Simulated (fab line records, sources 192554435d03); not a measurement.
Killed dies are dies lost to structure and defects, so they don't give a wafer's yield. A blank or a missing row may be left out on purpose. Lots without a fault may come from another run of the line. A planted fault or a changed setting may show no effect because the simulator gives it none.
fab line records | flow n5_finfet
record lots=11 wafers=32 last_day=17
route steps=1938 shown HKMG_FIN@408 PASSIVATION@1936
lots that met no fault: from a run of the same line without faults
start_h: hours from the record's first day to the start of the lot's first wafer shown | wait_h: hours since the lot's step before | " the same as in the row above | L1.1+2: a row that stands for several wafers | - no value, or no start given | * or withheld: withheld | < > ~ a bound
route shown NAME@n: a module of which the file shows steps, and the number in the route of the first | usual: mean/standard deviation of fault-free wafers | same: alike in all rows | chamber/n: place in a boat | sites: the reading at each site | _std_site: their standard deviation | _edge_site: outer sites' mean less inner sites' | radius_mm: how far each site lies from the wafer's centre | mask NAME#n: copy n | behind: the tool/chamber that last shaped the wafer | hold: why the lot was held/for how many hours/how that ended | device: the transistor (n, p or np) that didn't switch | end of line: the same wafers' tests at the end of the route | a step without rows: its recipe alone | killed: dies lost to structure and defects at the first sort, not the wafer's yield | map: a wafer's dies, x killed, . not, _ none there
set.NAME: the setting as run; set.NAME@STEP: as run at that earlier step | model.NAME: the simulator's own value behind a step, which no gauge read
steps of the route over a sample of lots; a table a step, a row a wafer
services: from which hour (start_h, from the record's first day; less than 0 if before it) a tool's chamber was out of use, for how many hours, and why
## steps
# step N5_HKMG_FIN_WET_ETCH_76
# recipe chemistry=dNH4OH mix=1:50 temp_c=25 target=Al2O3 stop_on=La2O3 target_depth_nm=2.25 dry=ipa_marangoni rinse_time_s=30 rinse_temp_c=23
# usual bath_heat_duty_pct=6.1/0.83 rinse_temp_c=23.01/0.12
# columns lot.wafer tool chamber start_h wait_h bath_heat_duty_pct rinse_temp_c
L555.1 wet_bench-06 3 81.16 0.1 8.0 23.14
L555.3 " 6 " " 5.1 23.12
L555.6 " 1 " " 5.4 22.95
L556.1 wet_bench-03 5 86.36 0.1 5.7 22.99
L556.2 " 4 " " 5.5 22.90
L556.3 " 3 " " 5.5 23.10
L557.2 wet_bench-06 1 92.78 0.1 7.7 23.00
L557.3 " 3 " " 7.1 22.91
L557.6 " 7 " " 7.8 23.03
L558.2 wet_bench-04 4 98.86 0.1 5.8 22.95
L558.3 " 3 " " 6.4 22.88
L558.5 " 2 " " 6.1 23.13
L559.1 wet_bench-03 7 104.12 0.1 6.4 22.99
L559.4 " 2 " " 7.2 23.02
L559.6 " 6 " " 5.3 22.94
L564.1 wet_bench-04 5 136.95 0.1 5.0 23.20
L564.5 " 7 " " 6.6 23.07
L564.6 " 0 " " 6.2 23.18
L567.2 wet_bench-03 1 152.77 0.1 4.7 23.17
L567.5 " 7 " " 6.6 22.95
L567.6 " 3 " " 5.8 22.91
L569.1 wet_bench-03 6 162.82 0.1 6.1 22.84
L569.3 " 0 " " 7.3 23.06
L569.5 " 5 " " 6.1 23.01
L573.1 wet_bench-03 1 186.74 0.1 5.9 22.95
L573.3 " 3 " " 5.6 23.04
L573.4 " 0 " " 7.1 22.98
L576.1 wet_bench-04 4 203.75 0.1 5.8 22.99
L576.5 " 6 " " 8.0 22.84
L577.2 wet_bench-04 0 212.18 0.1 6.3 23.15
L577.3 " 1 " " 6.0 23.00
L577.6 " 7 " " 5.8 23.08
# step N5_HKMG_FIN_STRIP_60
# recipe chemistry=N2/H2 power_w=2500 temp_c=300 h2_frac=0.65 time_s=360 pressure_mtorr=withheld n2_flow_sccm=1750 h2_flow_sccm=3250
# usual drypump_motor_current_A=5.60/0.29 heater_power_w=523/32
# columns lot.wafer tool chamber start_h wait_h drypump_motor_current_A heater_power_w rf_hours_counter_h
L555.1 plasma_asher-02 1 81.22 0.0 5.70 488 92
L555.3 " 0 " " 5.90 535 -
L555.6 " 1 " " 5.74 488 -
L556.1 plasma_asher-02 0 86.43 0.0 5.86 516 93
L556.2 " 1 " " 5.72 484 93
L556.3 " 1 " " 5.72 485 -
L557.2 plasma_asher-02 0 92.85 0.0 5.86 535 95
L557.3 " 1 " " 5.71 499 -
L557.6 " 0 " " 5.91 539 -
L558.2 plasma_asher-02 0 98.93 0.0 5.89 538 96
L558.3 " 0 " " 5.92 536 -
L558.5 " 1 " " 5.70 483 -
L559.1 plasma_asher-01 0 104.19 0.0 5.65 501 42
L559.4 " 1 " " 5.10 563 -
L559.6 " 0 " " 5.65 498 -
L564.1 plasma_asher-01 0 137.02 0.0 5.65 500 49
L564.5 " 0 " " 5.66 508 -
L564.6 " 1 " " 5.06 564 -
L567.2 plasma_asher-02 1 152.84 0.0 5.73 482 107
L567.5 " 0 " " 5.90 538 -
L567.6 " 1 " " 5.72 495 -
L569.1 plasma_asher-02 0 162.88 0.0 5.87 536 109
L569.3 " 1 " " 5.70 479 -
L569.5 " 0 " " 5.89 532 -
L573.1 plasma_asher-02 0 186.95 0.2 5.88 539 113
L573.3 " 1 " " 5.74 484 -
L573.4 " 0 " " 5.88 521 -
L576.1 plasma_asher-01 0 203.82 0.0 5.69 505 63
L576.5 " 1 " " 5.09 567 -
L577.2 plasma_asher-02 0 212.26 0.0 5.82 535 118
L577.3 " 0 " " 5.87 539 -
L577.6 " 1 " " 5.73 490 -
# step N5_HKMG_FIN_INSPECT_14
# recipe mode=adi inspect_instrument=macro
# usual raw_defect_count=1.9/1.3
# columns lot.wafer tool chamber start_h wait_h raw_defect_count
L555.1 defect_inspect-01 - 84.10 0.0 3
L555.3 " - " " 3
L555.6 " - " " 1
L556.1 defect_inspect-02 - 88.88 0.0 1
L556.2 " - " " 3
L556.3 " - " " 2
L557.2 defect_inspect-01 - 95.31 0.0 0
L557.3 " - " " 6
L557.6 " - " " 0
L558.2 defect_inspect-01 - 101.26 0.0 0
L558.3 " - " " 1
L558.5 " - " " 1
L559.1 defect_inspect-01 - 106.55 0.0 3
L559.4 " - " " 1
L559.6 " - " " 1
L564.1 defect_inspect-02 - 139.48 0.0 2
L564.5 " - " " 1
L564.6 " - " " 2
L567.2 defect_inspect-01 - 155.17 0.0 3
L567.5 " - " " 2
L567.6 " - " " 2
L569.1 defect_inspect-01 - 165.34 0.0 2
L569.3 " - " " >300
L569.5 " - " " 2
L573.1 defect_inspect-01 - 189.31 0.0 0
L573.3 " - " " 1
L573.4 " - " " >300
L576.1 defect_inspect-02 - 206.17 0.0 2
L576.5 " - " " 0
L577.2 defect_inspect-01 - 214.94 0.0 2
L577.3 " - " " 0
L577.6 " - " " 2
# step N5_HKMG_FIN_STRIP_89
# recipe chemistry=N2/H2 material=SOC time_s=20 power_w=500 temp_c=40 pressure_mtorr=50 rf_frequency_hz=6e+07 bias_power_w=8 h2_frac=0.5 n2_flow_sccm=300 h2_flow_sccm=300
# usual drypump_motor_current_A=5.7/0.47 oes_product_au=0.82/0.088 rf_vpp_V=54.2/0.78 showerhead_plenum_p_Torr=3.36/0.11 throttle_valve_pct=19.0/0.42
# columns lot.wafer tool chamber start_h wait_h drypump_motor_current_A oes_product_au rf_hours_counter_h rf_vpp_V showerhead_plenum_p_Torr throttle_valve_pct
L555.1 rie_diel-05 1 85.73 0.0 5.5 0.77 162 54.2 3.34 19.3
L555.3 " 2 " " 6.2 0.72 190 55.5 3.49 19.3
L555.6 " 2 " " 6.2 0.71 - 53.3 3.49 19.3
L556.1 rie_diel-01 1 90.43 0.0 5.6 0.99 6 54.6 3.43 19.0
L556.2 " 3 " " 5.2 0.91 17 53.3 3.29 18.7
L556.3 " 2 " " 5.8 0.73 191 54.6 3.36 19.8
L557.2 rie_diel-05 1 97.22 0.0 5.5 0.76 167 54.6 3.34 19.3
L557.3 " 2 " " 6.2 0.71 195 53.7 3.49 19.3
L557.6 " 0 " " 5.6 0.85 - 54.2 3.54 18.3
L558.2 rie_diel-03 0 102.68 0.0 5.5 0.68 226 52.4 3.19 19.2
L558.3 " 1 " " 6.8 0.99 2 54.1 3.29 18.7
L558.5 " 3 " " 5.6 0.85 - 53.4 3.55 19.2
L559.1 rie_diel-01 2 107.97 0.0 5.8 0.72 198 54.3 3.35 19.8
L559.4 " 2 " " 5.8 0.72 - 53.0 3.35 19.8
L559.6 " 3 " " 5.2 0.89 - 53.6 3.29 18.7
L564.1 rie_diel-01 1 141.36 0.0 5.6 0.94 20 54.0 3.43 19.1
L564.5 " 1 " " 5.6 0.95 - 55.1 3.43 19.1
L564.6 " 0 " " 5.1 0.85 - 53.2 3.27 18.5
L567.2 rie_diel-01 1 157.26 0.0 5.6 0.93 27 53.8 3.42 19.1
L567.5 " 0 " " 5.1 0.83 - 53.8 3.27 18.5
L567.6 " 1 " " 5.6 0.93 - 53.8 3.42 19.1
L569.1 rie_diel-05 2 166.84 0.0 6.2 0.68 222 54.9 3.47 19.4
L569.3 " 3 " " 5.6 0.74 189 54.7 3.34 19.2
L569.5 " 2 " " 6.2 0.69 - 54.3 3.47 19.4
L573.1 rie_diel-03 2 191.16 0.0 6.0 0.87 38 55.7 3.27 18.8
L573.3 " 1 " " 6.8 0.91 30 54.0 3.28 18.7
L573.4 " 1 " " 6.8 0.91 - 55.6 3.28 18.7
L576.1 rie_diel-03 3 207.83 0.0 5.6 0.82 109 53.9 3.53 19.3
L576.5 " 1 " " 6.7 0.89 - 54.6 3.27 18.8
L577.2 rie_diel-05 0 216.39 0.0 5.5 0.79 79 54.7 3.52 18.4
L577.3 " 2 " " 6.2 0.68 238 54.0 3.46 19.4
L577.6 " 2 " " 6.2 0.67 - 54.3 3.46 19.4
# step N5_HKMG_FIN_ALD_71
# recipe material=TiN target_thk_a=10 temp_c=400 ald_precursor_family=TiCl4 ald_co_reactant=NH3 pulse_time_s=1 purge_time_s=3 co_reactant_purge_time_s=2 co_reactant_pulse_time_s=2 ald_cycles=47 pressure_torr=3
# usual heater_power_w=885/63 precursor_pulse_height_rel=0.999/0.022
# same purge_time_s=3
# columns lot.wafer tool chamber start_h wait_h heater_power_w precursor_pulse_height_rel
L555.1 ald_metal-03 0 86.40 0.0 991 1.025
L555.3 " 3 " " 971 0.994
L555.6 " 3 " " 977 0.970
L556.1 ald_metal-02 2 91.11 0.0 784 1.018
L556.2 " 0 " " 830 1.022
L556.3 " 3 " " 858 0.994
L557.2 ald_metal-03 3 97.90 0.0 995 0.987
L557.3 " 2 " " 907 1.004
L557.6 " 3 " " 990 1.031
L558.2 ald_metal-03 0 103.35 0.0 1020 0.989
L558.3 " 2 " " 932 1.012
L558.5 " 3 " " 986 0.995
L559.1 ald_metal-03 1 108.65 0.0 817 1.005
L559.4 " 0 " " 1014 1.030
L559.6 " 2 " " 904 0.991
L564.1 ald_metal-01 1 142.04 0.0 881 0.995
L564.5 " 1 " " 873 0.974
L564.6 " 2 " " 818 1.004
L567.2 ald_metal-02 1 157.94 0.0 880 1.055
L567.5 " 2 " " 798 0.994
L567.6 " 1 " " 881 0.993
L569.1 ald_metal-01 1 167.52 0.0 881 1.050
L569.3 " 0 " " 892 0.988
L569.5 " 3 " " 902 1.016
L573.1 ald_metal-01 2 191.83 0.0 835 0.990
L573.3 " 0 " " 877 0.984
L573.4 " 1 " " 905 0.973
L576.1 ald_metal-02 2 208.51 0.0 793 0.976
L576.5 " 1 " " 866 1.004
L577.2 ald_metal-03 3 217.12 0.0 964 1.014
L577.3 " 2 " " 920 0.976
L577.6 " 2 " " 911 0.956
# step N5_PASSIVATION_PROBE_49
# usual killed_at_M0_to_M3=32/9.7 killed_at_M4_up=14/5.3 killed_at_contacts=11/6 killed_at_front_end=39/14 killed_at_other=3.3/2.7 killed_dies=100/17 killed_open=66/13 killed_short=32/7.4
# same gross_dies=1180 killed_at_back_side=0
# columns lot.wafer tool chamber start_h wait_h killed_at_M0_to_M3 killed_at_M4_up killed_at_contacts killed_at_front_end killed_at_other killed_dies killed_open killed_short
L569.1 prober-02 - 355.56 0.0 29 14 17 34 5 99 70 28
L569.3 prober-02 - 355.66 0.1 31 11 7 153 3 205 48 27
L569.5 prober-02 - 355.76 0.2 39 10 12 35 9 105 68 37
L573.1 prober-02 - 377.45 0.0 34 12 17 57 6 126 77 38
L573.3 prober-02 - 377.55 0.1 26 7 30 46 0 109 79 29
L573.4 prober-02 - 377.60 0.2 22 7 20 190 2 241 72 39
# killed by level:class
L569.1 MOL_CONTACT_COAG:geometric_particle:open=14 STI_FIN_REVEAL:geometric_particle:open=11 BEOL_M4:geometric_particle:open=11 BEOL_M0:geometric_particle:open=7 BEOL_M0_SAQP:geometric_particle:short=6 FIN_SAQP:geometric_particle:short=5 DUMMY_GATE:geometric_particle:short=4 BEOL_M0_SAQP:geometric_particle:open=4
L569.3 HKMG_FIN:unspecified=130 BEOL_M0_SAQP:geometric_particle:open=14 BEOL_M0_SAQP:geometric_particle:short=10 MOL_CONTACT_COAG:geometric_particle:open=6 FIN_SAQP:geometric_particle:open=5 STI_FIN_REVEAL:geometric_particle:open=5 BEOL_M4:geometric_particle:open=5 FIN_SAQP:geometric_particle:short=4
L569.5 BEOL_M0_SAQP:geometric_particle:short=20 STI_FIN_REVEAL:geometric_particle:open=14 MOL_CONTACT_COAG:geometric_particle:open=12 BEOL_M0_SAQP:geometric_particle:open=7 FIN_SAQP:geometric_particle:open=5 BEOL_M3:geometric_particle:open=5 BEOL_M4:geometric_particle:open=5 BEOL_M2:geometric_particle:open=4
L573.1 STI_FIN_REVEAL:geometric_particle:open=21 MOL_CONTACT_COAG:geometric_particle:open=13 HKMG_FIN:area_etch=11 BEOL_M0_SAQP:geometric_particle:open=9 FIN_SAQP:geometric_particle:short=6 BEOL_M0_SAQP:geometric_particle:short=6 GATE_CUT:geometric_particle:short=5 BEOL_M1:geometric_particle:short=5
L573.3 MOL_CONTACT_COAG:geometric_particle:open=28 FIN_SAQP:geometric_particle:open=10 FIN_SAQP:geometric_particle:short=9 BEOL_M0_SAQP:geometric_particle:open=8 STI_FIN_REVEAL:geometric_particle:open=7 BEOL_M1:geometric_particle:short=7 STARTING-WAFER:geometric_particle:open=7 BEOL_M0_SAQP:geometric_particle:short=4
L573.4 HKMG_FIN:unspecified=128 STI_FIN_REVEAL:geometric_particle:open=16 FIN_SAQP:geometric_particle:open=15 MOL_CONTACT_COAG:geometric_particle:open=15 FIN_SAQP:geometric_particle:short=12 MOL_CONTACT_COAG:geometric_particle:short=5 BEOL_M1:geometric_particle:short=5 BEOL_M2:geometric_particle:open=5
## services
# columns tool chamber start_h hours kind
rie_diel-03 2 57.20 - clean
rie_diel-03 2 57.20 - consumable_replace:focus_ring
rie_diel-03 2 57.20 22.6 scheduled_down
rie_diel-03 2 57.20 22.6 vent_cycle
wet_bench-04 - 70.00 2.1 repair
rie_diel-05 0 77.23 7.1 repair
rie_diel-03 1 79.92 - clean
rie_diel-03 1 79.92 - consumable_replace:focus_ring
rie_diel-03 1 79.92 18.9 scheduled_down
rie_diel-03 1 79.92 18.9 vent_cycle
plasma_asher-01 - 84.38 1.2 repair
plasma_asher-01 - 88.71 1.4 repair
rie_diel-01 1 94.09 2.9 repair
rie_diel-05 0 122.16 10.0 repair
rie_diel-03 - 128.90 15.6 pm
ald_metal-03 0 141.07 13.3 repair
ald_metal-03 2 157.12 6.8 repair
rie_diel-03 0 168.28 7.7 repair
ald_metal-03 1 177.29 10.4 repair
rie_diel-01 - 178.16 0.7 repair
plasma_asher-02 - 184.82 2.1 repair
rie_diel-03 0 190.42 - clean
wet_bench-06 - 205.46 2.0 repair
rie_diel-05 1 213.01 3.8 repair
## key
first_sign step=N5_HKMG_FIN_INSPECT_14 reading=raw_defect_count direction=up sigmas=99+ usual=1.9 struck=>300
effect step=N5_PASSIVATION_PROBE_49 reading=killed_at_front_end direction=up sigmas=9.5 usual=39 struck=172
more_kills_born_at N5_HKMG_FIN_WET_ETCH_76@wet_bench-03=258
met_at N5_HKMG_FIN_WET_ETCH_76
struck_lots L569,L573
struck_wafers L569.3,L573.4
tester_left_out L569,L573
baseline_loss step=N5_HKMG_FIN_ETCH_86 wafers=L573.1
not_acting_at N5_HKMG_FIN_STRIP_60,N5_HKMG_FIN_STRIP_89,N5_HKMG_FIN_ALD_71
fault kind=chamber_particle_source tool=wet_bench-03 chamber=0 onset_h=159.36 steps=N5_HKMG_FIN_WET_ETCH_76 rate_per_visit_cm2=1.083 end_h=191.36
# tester_left_out: of these lots the tester's yield and bins aren't shown, on N5 and GAA mostly nor the transistor test; their killed dies are dies lost to structure and defects alone, not to doping, threshold or leakage, so they don't give the yield
# baseline_loss: these wafers lose ten dies or more at that step, a loss of the line's own and not of a fault; the sort's usual values leave them out
